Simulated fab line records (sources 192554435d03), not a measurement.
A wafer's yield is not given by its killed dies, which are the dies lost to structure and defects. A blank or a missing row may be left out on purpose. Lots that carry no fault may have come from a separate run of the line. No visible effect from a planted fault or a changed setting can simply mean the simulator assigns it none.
A struck lot beside a sound one / flow n5-finfet / 36 out of 1938 route steps
Sound: these wafers, L822.1, L822.3, L822.5. Struck: wafer L829.1; the same lot's L829.5 was not struck, so it is left out; see the end for the cause.
At each step with rows: each side's tool, then ch and its chambers, then its first start. Under that, the readings that differ: sound wafers / struck wafers / difference of the means / sigmas: that difference in standard deviations of wafers without a fault.
alike: same words and numbers on both sides, and readings whose means sit less than 2 such deviations apart. not compared: any withheld reading, any reading some wafer has no value for, any bound like >300 that may hide the same value, and any number with overlapping values for which the record gives no deviation.
The two part at a step that has a row with sigmas, a row that says differs or no value, or rows on one side only. Numbers that don't overlap but have no deviation are shown without sigmas and don't part them. A reading missing from all wafers of one side parts the sides only when that side holds two or more wafers.

first, 9 steps without rows for these wafers: N5_WELL_APT_DESCUM_30 (chemistry O2, time 7.9 s); N5_WELL_APT_IMPLANT_31; N5_WELL_APT_IMPLANT_32; N5_WELL_APT_STRIP_33 (strips in SPM, time 900 s); N5_WELL_APT_RTA_34 (time 10 s); N5_WELL_APT_OXIDE_STRIP_42 (strips SiO2 in dHF, time 45 s, target depth 12 nm); N5_WELL_APT_PRECLEAN_36 (cleans in O3/DIW, time 45 s); N5_WELL_APT_PRECLEAN_39 (cleans in dHF, time 60 s); N5_WELL_APT_SRD_37 (time 30 s).
N5_WELL_APT_EPI_41: deposits Si from SiH4/H2, target thk 50 nm, time 297.7 s.
  sound on epi-rpcvd-03 ch 0, day 1 22:26; struck on epi-rpcvd-03 ch 0, day 3 16:07
reading=model.Si_of_WELL_APT_EPI_41.thk-nm (nm); sound=49.69 49.96 50.45; struck=59.93; difference=+9.90; sigmas=
  alike: throttle-valve-pct
then, 24 steps without rows for these wafers: N5_PMOS_HMC_CHANNEL_EPI_HM_DEP_34 (deposits SiO2 from TEOS/O2, target thk 36 nm, time 6.9 s); N5_PMOS_HMC_CHANNEL_EPI_COAT_31 (time 60 s, resist thk 66 nm); N5_PMOS_HMC_CHANNEL_EPI_COAT_03 (resist thk 205 nm); N5_PMOS_HMC_CHANNEL_EPI_EBR_05; N5_PMOS_HMC_CHANNEL_EPI_SOFTBAKE_04 (time 60 s); N5_PMOS_HMC_CHANNEL_EPI_EXPOSE_06 (exposes mask PMOS HMC BLK, target cd 240 nm); N5_PMOS_HMC_CHANNEL_EPI_PEB_07 (peb time 60 s); N5_PMOS_HMC_CHANNEL_EPI_DEVELOP_08 (develop time 30 s); N5_PMOS_HMC_CHANNEL_EPI_DESCUM_14 (chemistry O2, time 7.9 s); N5_PMOS_HMC_CHANNEL_EPI_ETCH_32 (etches BARC in N2/H2, stops on SiO2, target depth 85.8 nm, time 50.3 s); N5_PMOS_HMC_CHANNEL_EPI_HM_OPEN_15 (chemistry CHF3/O2, target SiO2, target depth 40.6 nm, time 20.3 s); N5_PMOS_HMC_CHANNEL_EPI_STRIP_33 (strips in N2/H2); N5_PMOS_HMC_CHANNEL_EPI_STRIP_17 (strips in SPM, time 750 s); N5_PMOS_HMC_CHANNEL_EPI_ETCH_38 (etches SiO2 in CF4, target depth 1.5 nm); N5_PMOS_HMC_CHANNEL_EPI_FIN_RECESS_16 (chemistry HBr/Cl2, target Si, target depth 54 nm, time 18 s); N5_PMOS_HMC_CHANNEL_EPI_PRECLEAN_36 (cleans in O3/DIW, time 45 s); N5_PMOS_HMC_CHANNEL_EPI_PRECLEAN_18 (cleans in DHF, time 30 s); N5_PMOS_HMC_CHANNEL_EPI_SRD_19 (time 30 s); N5_PMOS_HMC_CHANNEL_EPI_EPI_20 (deposits SiGe30, target thk 59 nm); N5_PMOS_HMC_CHANNEL_EPI_HM_STRIP_35 (strips SiO2 in dHF, material SiO2, target depth 39.6 nm, time 216 s); N5_PMOS_HMC_CHANNEL_EPI_SRD_39 (time 30 s); N5_PMOS_HMC_CHANNEL_EPI_CMP_21 (polishes SiGe30, target thk 54 nm); N5_PMOS_HMC_CHANNEL_EPI_PRECLEAN_40 (cleans in DHF, time 30 s); N5_PMOS_HMC_CHANNEL_EPI_PRECLEAN_37 (cleans in O3/DIW, time 45 s).
N5_SD_EPI_N_STRIP_18: strips in SPM, time 750 s.
  sound on wet-bench-01 ch 2,5,6, day 3 08:14; struck on wet-bench-04 ch 4, day 5 03:55
reading=model.Si_of_WELL_APT_EPI_41.thk-nm (nm); sound=8 7.2 8.2; struck=17.6; difference=+9.8; sigmas=
-- a jump in the record: the struck wafers' starts before and after are 5 days apart (it breaks off in module SD_EPI_N and resumes in module BEOL_M4, where the first step shown is number 1111 of the route) --
N5_BEOL_M4_RC_MEAS_101:
  sound on prober-01 ch 0, day 7 23:49; struck on prober-02 ch 0, day 10 02:19
reading=CJ_N; sound=4.37 4.44 4.42; struck=3.16; difference=-1.25; sigmas=-16
reading=CJ_P; sound=5.72 5.86 5.74; struck=4.91; difference=-0.86; sigmas=-6
reading=RS_PWELL (ohm/sq); sound=2983 3016 2994; struck=2880; difference=-118; sigmas=-5
  alike: DIBL_N, DIBL_P, IOFF_N, IOFF_P, ION_N, ION_P, RS_NWELL, SS_N, SS_P, VT_N, VT_P

WHERE THEY PART
N5_BEOL_M4_RC_MEAS_101 only, going by this record.

WHY: what the simulator had put in
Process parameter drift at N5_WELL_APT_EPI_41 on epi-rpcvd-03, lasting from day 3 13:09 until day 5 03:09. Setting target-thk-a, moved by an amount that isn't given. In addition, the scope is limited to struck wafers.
